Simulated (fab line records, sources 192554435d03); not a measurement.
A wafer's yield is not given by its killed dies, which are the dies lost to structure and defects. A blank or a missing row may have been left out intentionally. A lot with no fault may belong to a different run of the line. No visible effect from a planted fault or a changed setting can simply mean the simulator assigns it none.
Which of the tools did it? :: flow n5-finfet :: Sampling: 24 lots, 72 wafers, 2 of 1938 route steps

== WHAT THE GAUGES SHOWED, per wafer ==
N5_FIN_SAQP_CD_MEAS_16: target cd 35.6 nm. Usual: cd-nm 35.6 nm, standard deviation 0.33.
lot: L074
measured: day 1 22:19
on: cd-sem-01
cd-nm (nm): 34.8 36.0 35.4
flag: 

lot: L075
measured: day 2 03:32
on: cd-sem-03
cd-nm (nm): 34.9 36.0 35.0
flag: 

lot: L076
measured: day 2 09:49
on: cd-sem-01
cd-nm (nm): 34.5 35.9 35.6
flag: 

lot: L077
measured: day 2 16:26
on: cd-sem-01
cd-nm (nm): 36.0 36.1 35.7
flag: 

lot: L078
measured: day 2 22:08
on: cd-sem-03
cd-nm (nm): 35.4 35.5 35.4
flag: 

lot: L079
measured: day 3 06:02
on: cd-sem-01
cd-nm (nm): 35.9 35.7 35.6
flag: 

lot: L080
measured: day 3 09:56
on: cd-sem-01
cd-nm (nm): 35.6 35.5 35.8
flag: 

lot: L081
measured: day 3 16:40
on: cd-sem-03
cd-nm (nm): 35.6 35.9 35.6
flag: 

lot: L082
measured: day 3 22:11
on: cd-sem-01
cd-nm (nm): 35.2 36.2 35.8
flag: 

lot: L083
measured: day 4 04:06
on: cd-sem-01
cd-nm (nm): 35.6 35.7 35.6
flag: 

lot: L084
measured: day 4 09:46
on: cd-sem-03
cd-nm (nm): 35.9 35.4 35.1
flag: 

lot: L085
measured: day 4 16:52
on: cd-sem-03
cd-nm (nm): 35.9 35.5 35.6
flag: 

lot: L086
measured: day 4 22:26
on: cd-sem-03
cd-nm (nm): 35.9 35.6 35.6
flag: 

lot: L087
measured: day 5 04:32
on: cd-sem-02
cd-nm (nm): 35.6 35.2 35.3
flag: 

lot: L088
measured: day 5 09:45
on: cd-sem-01
cd-nm (nm): 35.8 35.2 35.8
flag: 

lot: L089
measured: day 5 15:28
on: cd-sem-02
cd-nm (nm): 35.5 35.8 35.4
flag: 

lot: L090
measured: day 5 22:26
on: cd-sem-03
cd-nm (nm): 35.7 35.8 35.9
flag: 

lot: L091
measured: day 6 03:26
on: cd-sem-02
cd-nm (nm): 35.5 35.4 35.2
flag: 

lot: L092
measured: day 6 09:37
on: cd-sem-03
cd-nm (nm): 36.1 35.9 35.7
flag: 

lot: L093
measured: day 6 15:28
on: cd-sem-03
cd-nm (nm): 35.8 35.5 36.3
flag: 

lot: L094
measured: day 6 22:22
on: cd-sem-01
cd-nm (nm): 34.8 35.4 35.6
flag: 

lot: L095
measured: day 7 04:12
on: cd-sem-02
cd-nm (nm): 35.5 35.4 35.6
flag: 

lot: L096
measured: day 7 09:30
on: cd-sem-02
cd-nm (nm): 36.2 36.1 35.5
flag: 

lot: L097
measured: day 7 19:32
on: cd-sem-03
cd-nm (nm): 35.6 35.6 35.7
flag: 

== EACH LOT AND THE TOOL THAT RAN IT (in order: tool; ch and the chambers of the sampled wafers; start) ==
lot: L074
N5_FIN_SAQP_PECVD_48: pecvd-01 ch 0,1, day 1 21:38

lot: L075
N5_FIN_SAQP_PECVD_48: pecvd-04 ch 0,1, day 2 03:01

lot: L076
N5_FIN_SAQP_PECVD_48: pecvd-02 ch 1,2, day 2 09:19

lot: L077
N5_FIN_SAQP_PECVD_48: pecvd-02 ch 0,1, day 2 15:49

lot: L078
N5_FIN_SAQP_PECVD_48: pecvd-02 ch 0,1,2, day 2 21:38

lot: L079
N5_FIN_SAQP_PECVD_48: pecvd-02 ch 1,2, day 3 04:13

lot: L080
N5_FIN_SAQP_PECVD_48: pecvd-01 ch 0,2, day 3 09:19

lot: L081
N5_FIN_SAQP_PECVD_48: pecvd-01 ch 1,2, day 3 16:02

lot: L082
N5_FIN_SAQP_PECVD_48: pecvd-01 ch 0,1,2, day 3 21:41

lot: L083
N5_FIN_SAQP_PECVD_48: pecvd-04 ch 0,1, day 4 03:29

lot: L084
N5_FIN_SAQP_PECVD_48: pecvd-01 ch 1,2, day 4 09:09

lot: L085
N5_FIN_SAQP_PECVD_48: pecvd-02 ch 0,2, day 4 16:11

lot: L086
N5_FIN_SAQP_PECVD_48: pecvd-04 ch 0,1, day 4 21:44

lot: L087
N5_FIN_SAQP_PECVD_48: pecvd-04 ch 0,1,2, day 5 03:55

lot: L088
N5_FIN_SAQP_PECVD_48: pecvd-02 ch 0,1, day 5 09:08

lot: L089
N5_FIN_SAQP_PECVD_48: pecvd-02 ch 0,1,2, day 5 14:59

lot: L090
N5_FIN_SAQP_PECVD_48: pecvd-04 ch 0,1, day 5 21:58

lot: L091
N5_FIN_SAQP_PECVD_48: pecvd-01 ch 0,1,2, day 6 02:49

lot: L092
N5_FIN_SAQP_PECVD_48: pecvd-02 ch 0,1,2, day 6 08:59

lot: L093
N5_FIN_SAQP_PECVD_48: pecvd-04 ch 0,2, day 6 14:57

lot: L094
N5_FIN_SAQP_PECVD_48: pecvd-01 ch 0,1, day 6 21:43

lot: L095
N5_FIN_SAQP_PECVD_48: pecvd-02 ch 0,1, day 7 03:43

lot: L096
N5_FIN_SAQP_PECVD_48: pecvd-02 ch 0,1,2, day 7 09:01

lot: L097
N5_FIN_SAQP_PECVD_48: pecvd-04 ch 0,1, day 7 19:03
- N5_FIN_SAQP_PECVD_48: deposits SiNx from SiH4/NH3/N2, target thk 25 nm, time 22.1 s.

== WHAT THE TOOLS THEMSELVES READ (means of the sampled wafers that have a number; where no wafer has one, the mark that the record gives instead) ==
N5_FIN_SAQP_PECVD_48. Usual: chamber-pressure-Torr 1.500 Torr, standard deviation 0.0033; heater-power-w 771 W, standard deviation 84; showerhead-plenum-p-Torr 5.13 Torr, standard deviation 0.048; susceptor-temp-C 399.96 C, standard deviation 0.23; throttle-valve-pct 40.8 %, standard deviation 0.89.
lot: L074
tool: pecvd-01
chamber-pressure-Torr (Torr): 1.501
heater-power-w (W): 781
showerhead-plenum-p-Torr (Torr): 5.15
susceptor-temp-C (C): 400.03
throttle-valve-pct (%): 42.0
flag: 

lot: L075
tool: pecvd-04
chamber-pressure-Torr (Torr): 1.499
heater-power-w (W): 764
showerhead-plenum-p-Torr (Torr): 5.13
susceptor-temp-C (C): 400.16
throttle-valve-pct (%): 40.4
flag: 

lot: L076
tool: pecvd-02
chamber-pressure-Torr (Torr): 1.501
heater-power-w (W): 695
showerhead-plenum-p-Torr (Torr): 5.08
susceptor-temp-C (C): 399.96
throttle-valve-pct (%): 40.7
flag: 

lot: L077
tool: pecvd-02
chamber-pressure-Torr (Torr): 1.500
heater-power-w (W): 796
showerhead-plenum-p-Torr (Torr): 5.10
susceptor-temp-C (C): 400.04
throttle-valve-pct (%): 40.4
flag: 

lot: L078
tool: pecvd-02
chamber-pressure-Torr (Torr): 1.498
heater-power-w (W): 818
showerhead-plenum-p-Torr (Torr): 5.12
susceptor-temp-C (C): 399.85
throttle-valve-pct (%): 40.6
flag: 

lot: L079
tool: pecvd-02
chamber-pressure-Torr (Torr): 1.500
heater-power-w (W): 799
showerhead-plenum-p-Torr (Torr): 5.07
susceptor-temp-C (C): 399.71
throttle-valve-pct (%): 40.6
flag: 

lot: L080
tool: pecvd-01
chamber-pressure-Torr (Torr): 1.497
heater-power-w (W): 737
showerhead-plenum-p-Torr (Torr): 5.16
susceptor-temp-C (C): 399.87
throttle-valve-pct (%): 41.4
flag: 

lot: L081
tool: pecvd-01
chamber-pressure-Torr (Torr): 1.499
heater-power-w (W): 735
showerhead-plenum-p-Torr (Torr): 5.14
susceptor-temp-C (C): 399.90
throttle-valve-pct (%): 40.0
flag: 

lot: L082
tool: pecvd-01
chamber-pressure-Torr (Torr): 1.499
heater-power-w (W): 773
showerhead-plenum-p-Torr (Torr): 5.15
susceptor-temp-C (C): 400.00
throttle-valve-pct (%): 41.1
flag: 

lot: L083
tool: pecvd-04
chamber-pressure-Torr (Torr): 1.501
heater-power-w (W): 705
showerhead-plenum-p-Torr (Torr): 5.14
susceptor-temp-C (C): 399.88
throttle-valve-pct (%): 40.2
flag: 

lot: L084
tool: pecvd-01
chamber-pressure-Torr (Torr): 1.496
heater-power-w (W): 797
showerhead-plenum-p-Torr (Torr): 5.14
susceptor-temp-C (C): 399.86
throttle-valve-pct (%): 41.0
flag: 

lot: L085
tool: pecvd-02
chamber-pressure-Torr (Torr): 1.498
heater-power-w (W): 821
showerhead-plenum-p-Torr (Torr): 5.11
susceptor-temp-C (C): 399.99
throttle-valve-pct (%): 40.8
flag: 

lot: L086
tool: pecvd-04
chamber-pressure-Torr (Torr): 1.501
heater-power-w (W): 747
showerhead-plenum-p-Torr (Torr): 5.11
susceptor-temp-C (C): 400.13
throttle-valve-pct (%): 40.4
flag: 

lot: L087
tool: pecvd-04
chamber-pressure-Torr (Torr): 1.503
heater-power-w (W): 731
showerhead-plenum-p-Torr (Torr): 5.12
susceptor-temp-C (C): 399.97
throttle-valve-pct (%): 40.2
flag: 

lot: L088
tool: pecvd-02
chamber-pressure-Torr (Torr): 1.498
heater-power-w (W): 838
showerhead-plenum-p-Torr (Torr): 5.11
susceptor-temp-C (C): 400.04
throttle-valve-pct (%): 40.7
flag: 

lot: L089
tool: pecvd-02
chamber-pressure-Torr (Torr): 1.499
heater-power-w (W): 771
showerhead-plenum-p-Torr (Torr): 5.11
susceptor-temp-C (C): 399.78
throttle-valve-pct (%): 40.8
flag: 

lot: L090
tool: pecvd-04
chamber-pressure-Torr (Torr): 1.503
heater-power-w (W): 679
showerhead-plenum-p-Torr (Torr): 5.12
susceptor-temp-C (C): 399.99
throttle-valve-pct (%): 40.5
flag: 

lot: L091
tool: pecvd-01
chamber-pressure-Torr (Torr): 1.501
heater-power-w (W): 780
showerhead-plenum-p-Torr (Torr): 5.15
susceptor-temp-C (C): 399.89
throttle-valve-pct (%): 41.2
flag: 

lot: L092
tool: pecvd-02
chamber-pressure-Torr (Torr): 1.495
heater-power-w (W): 818
showerhead-plenum-p-Torr (Torr): 5.12
susceptor-temp-C (C): 399.86
throttle-valve-pct (%): 40.8
flag: 

lot: L093
tool: pecvd-04
chamber-pressure-Torr (Torr): 1.499
heater-power-w (W): 721
showerhead-plenum-p-Torr (Torr): 5.08
susceptor-temp-C (C): 399.78
throttle-valve-pct (%): 40.5
flag: 

lot: L094
tool: pecvd-01
chamber-pressure-Torr (Torr): 1.497
heater-power-w (W): 808
showerhead-plenum-p-Torr (Torr): 5.16
susceptor-temp-C (C): 399.83
throttle-valve-pct (%): 42.3
flag: 

lot: L095
tool: pecvd-02
chamber-pressure-Torr (Torr): 1.503
heater-power-w (W): 764
showerhead-plenum-p-Torr (Torr): 5.15
susceptor-temp-C (C): 400.07
throttle-valve-pct (%): 40.8
flag: 

lot: L096
tool: pecvd-02
chamber-pressure-Torr (Torr): 1.497
heater-power-w (W): 758
showerhead-plenum-p-Torr (Torr): 5.11
susceptor-temp-C (C): 400.03
throttle-valve-pct (%): 40.8
flag: 

lot: L097
tool: pecvd-04
chamber-pressure-Torr (Torr): 1.500
heater-power-w (W): 788
showerhead-plenum-p-Torr (Torr): 5.15
susceptor-temp-C (C): 399.93
throttle-valve-pct (%): 40.2
flag: 

== THE ANSWER, worked out from the rows above alone ==
Rule: lot off if the mean of its wafers having a number is beyond 3 standard deviations from the usual mean. Also off: a lot with no number at a reading for which 4 or more lots have one. Any other lot the step has rows for is counted as sound. First the gauges in route order, then the tools' own readings, where a lot's mean is used as printed above. The first step at which some lot is off is used, and at that step the reading that is off furthest; a lot without a number counts as furthest.
No lot is off at any reading shown: from this, nothing can be told.

== WHAT WAS PUT IN BY THE SIMULATOR ==
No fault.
